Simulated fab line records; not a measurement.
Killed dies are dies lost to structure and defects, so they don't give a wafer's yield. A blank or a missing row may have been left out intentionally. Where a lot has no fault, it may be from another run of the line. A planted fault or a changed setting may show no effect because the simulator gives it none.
fab line records | flow n5-finfet
record lots=7 wafers=39
route steps=1938 shown WELL_APT@24 FIN_CUT@173 DUMMY_GATE@248 SPACER0@258 HKMG_FIN@403 BEOL_M4@1111
start-h: hours from the record's opening day to when the first of the lot's shown wafers began | wait-h: hours elapsed since this lot's preceding step | " identical to the entry in the row above | L1.1+2: a single row standing in for several wafers | - value missing, or start not given | * or withheld: withheld | < > ~ a bound
route shown NAME@n: NAME is a module with steps in the file, n the number in the route of the first one | usual: mean/standard deviation of fault-free wafers | same: alike in all rows | chamber/n: place in a boat | sites: the reading at each site | _std_site: the standard deviation of these | _edge_site: the outer-site mean with the inner-site mean subtracted | radius-mm: how far each site lies from the wafer's centre | mask NAME#n: copy n | behind: the last tool/chamber to shape the wafer | hold: the reason the lot was held/the length of the hold in hours/how it ended | device: the transistor (n, p or np) that didn't switch | end of line: tests of these same wafers at the route's end | a step without rows: its recipe alone | killed: dies that structure and defects cost at the first sort, which is not the same as the wafer's yield | map: a wafer's dies, x killed, . not, _ none there
set.NAME: the run value of the setting; set.NAME@STEP: its run value at that earlier step | model.NAME: the simulator's own value behind a step, which no gauge read
lots whose settings were changed on purpose; a table a step, a row a wafer
## steps
# step N5_WELL_APT_EXPOSE_05
# recipe mask-id=NWELL na=0.8 source-shape=conventional sigma-outer=0.8 polarization=unpolarized defocus-nm=0 target-cd-nm=200 dose-mj=20.3
# step N5_FIN_CUT_CUT_ETCH_26
# recipe chemistry=CH3F/O2 target=SiNx target-depth-a=390 mask-material=SOC time-s=55.7 pressure-mtorr=30 source-w=395 bias-w=73 Ar_flow_sccm=150 CH3F_flow_sccm=30 O2_flow_sccm=20 ion-energy-ev=120
# step N5_DUMMY_GATE_ETCH_44
# recipe chemistry=HBr/O2 over-etch-frac=0.7 target-depth-a=1275 stop-on=SiO2 ion-energy-ev=60 bias-w=20 target=poly-Si mask-material=SiO2 pressure-mtorr=20 icp-w=400 HBr_flow_sccm=120 O2_flow_sccm=10
# step N5_DUMMY_GATE_ETCH_42
# recipe chemistry=CHF3/O2 target=SiO2 target-depth-a=35 time-s=31 ion-energy-ev=30 bias-w=12 pressure-mtorr=30 source-w=600 Ar_flow_sccm=200 CHF3_flow_sccm=50 O2_flow_sccm=5
# step N5_SPACER0_ALD_07
# recipe material=SiNx target-thk-a=20 temp-c=400 ald-precursor-family=SiH2I2 ald-co-reactant=N2/H2-plasma pressure-torr=2
# step N5_HKMG_FIN_ETCH_55
# recipe chemistry=N2/H2 target=SOC target-depth-a=2400 temp-c=40 time-s=300 ion-energy-ev=200 mask-material=SiARC pressure-mtorr=30 source-w=840 bias-w=150 n2-flow-sccm=200 h2-flow-sccm=200
# step N5_HKMG_FIN_ALD_36
# recipe material=TiN target-thk-a=10 temp-c=400 ald-precursor-family=TiCl4 ald-co-reactant=NH3 pulse-time-s=1 purge-time-s=3 co-reactant-purge-time-s=2 co-reactant-pulse-time-s=2 ald-cycles=47 pressure-torr=3
# step N5_HKMG_FIN_NWFM_ALD_20
# recipe material=TiAlC target-thk-a=20 temp-c=300 ald-precursor-family=TiCl4 ald-co-reactant=TEA pulse-time-s=3 purge-time-s=2 co-reactant-purge-time-s=2 co-reactant-pulse-time-s=10 ald-cycles=7 pressure-torr=3
# step N5_BEOL_M4_RC_MEAS_101
# usual IOFF_N_LONG=5.42e-05/2.8e-06
# columns lot.wafer tool chamber start-h wait-h set.dose-mj@WELL_APT_EXPOSE_05 set.source-w@FIN_CUT_CUT_ETCH_26 set.target-depth-a@DUMMY_GATE_ETCH_44 set.bias-w@DUMMY_GATE_ETCH_42 set.target-thk-a@SPACER0_ALD_07 set.time-s@HKMG_FIN_ETCH_55 set.temp-c@HKMG_FIN_ALD_36 set.co-reactant-pulse-time-s@HKMG_FIN_NWFM_ALD_20 IOFF_N_LONG[nA/um]
L075.1 prober-02 0 188.25 0.0 19.43 395 1275 13.93 20 365.5 413.4 7.895 5.01e-05
L075.2 " 0 " " 19.43 395 1205 12 20 300 400 7.895 4.92e-05
L075.3 " 0 " " 20.3 395 1275 12 20 365.5 413.4 7.895 4.95e-05
L075.4 " 0 " " 20.3 395 1205 13.93 20 365.5 400 10 5.66e-05
L075.5 " 0 " " 20.3 395 1205 12 20 300 413.4 10 5.59e-05
L075.6 " 0 " " 19.43 395 1275 13.93 20 300 400 10 5.57e-05
L078.1 prober-02 0 202.87 0.0 20.3 395 1189 12 20 300 385.7 10.73 5.41e-05
L078.2 " 0 " " 19.66 328.3 1189 12 20 300 400 10.73 5.41e-05
L078.3 " 0 " " 19.66 395 1275 12 20 300 400 10 5.33e-05
L078.4 " 0 " " 20.3 395 1275 12 20.97 300 385.7 10 5.35e-05
L078.5 " 0 " " 20.3 328.3 1275 12 20.97 300 400 10.73 5.44e-05
L078.6 " 0 " " 19.66 328.3 1189 12 20.97 300 385.7 10 5.18e-05
L089.1 prober-02 0 264.36 0.0 20.3 395 1275 12 20 300 400 10 4.97e-05
L089.4 " 0 " " 20.3 395 1275 12 20 300 400 10 5.03e-05
L089.5 " 0 " " 20.3 395 1275 12 20 300 400 10 4.95e-05
L092.1 prober-01 0 286.61 0.0 20.3 447.4 1275 10.99 20 300 413.6 10 5.2e-05
L092.2 " 0 " " 20.3 447.4 1275 12 20 261.3 400 10 5.31e-05
L092.3 " 0 " " 20.3 395 1136 10.99 20 300 413.6 10 5.37e-05
L092.4 " 0 " " 20.3 447.4 1136 12 20 300 400 10 5.32e-05
L092.5 " 0 " " 20.3 395 1136 10.99 20 261.3 400 10 5.21e-05
L092.6 " 0 " " 20.3 395 1275 12 20 261.3 413.6 10 5.33e-05
L094.1 prober-02 0 286.98 0.0 18.68 419.8 1326 12 20 300 400 10 5.44e-05
L094.2 " 0 " " 20.3 395 1275 12 17.57 300 400 10 5.59e-05
L094.3 " 0 " " 20.3 419.8 1275 12 20 260.7 400 12.15 5.99e-05
L094.4 " 0 " " 18.68 395 1275 12 20 260.7 400 12.15 5.88e-05
L094.5 " 0 " " 20.3 395 1326 12 17.57 260.7 400 10 5.59e-05
L094.6 " 0 " " 18.68 419.8 1326 12 17.57 300 400 12.15 5.89e-05
L095.1 prober-01 0 316.37 0.0 19.29 395 1275 12 20 328.6 400 10 5.7e-05
L095.2 " 0 " " 19.29 395 1321 13.56 22.87 300 400 9.302 5.47e-05
L095.3 " 0 " " 19.29 337 1321 13.56 20 328.6 406.7 10 5.65e-05
L095.4 " 0 " " 20.3 337 1275 13.56 22.87 300 400 10 5.49e-05
L095.5 " 0 " " 20.3 395 1275 12 22.87 328.6 406.7 9.302 5.48e-05
L095.6 " 0 " " 20.3 337 1321 12 20 300 406.7 9.302 5.33e-05
L097.1 prober-01 0 318.29 0.0 20.3 395 1275 9.866 23.06 355 400 10 5.35e-05
L097.2 " 0 " " 20.3 330.6 1275 12 20 300 400 10 5.25e-05
L097.3 " 0 " " 20.3 330.6 1275 12 23.06 300 400 8.879 4.96e-05
L097.4 " 0 " " 20.3 395 1275 9.866 20 300 400 8.879 5.12e-05
L097.5 " 0 " " 20.3 395 1275 12 23.06 355 400 8.879 5.03e-05
L097.6 " 0 " " 20.3 330.6 1275 9.866 20 355 400 10 5.39e-05
## key
split step=N5_WELL_APT_EXPOSE_05 setting=dose-mj stated-as=20.3
response none clear
split step=N5_FIN_CUT_CUT_ETCH_26 setting=source-w stated-as=395
response none clear
split step=N5_DUMMY_GATE_ETCH_44 setting=target-depth-a stated-as=1275
response none clear
split step=N5_DUMMY_GATE_ETCH_42 setting=bias-w stated-as=12
response none clear
split step=N5_SPACER0_ALD_07 setting=target-thk-a stated-as=20
response none clear
split step=N5_HKMG_FIN_ETCH_55 setting=time-s stated-as=300
response none clear
split step=N5_HKMG_FIN_ALD_36 setting=temp-c stated-as=400
response none clear
split step=N5_HKMG_FIN_NWFM_ALD_20 setting=co-reactant-pulse-time-s stated-as=10
response step=N5_BEOL_M4_RC_MEAS_101 reading=IOFF_N_LONG slope=+2.47e-07 per=1% together-with=all explained=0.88
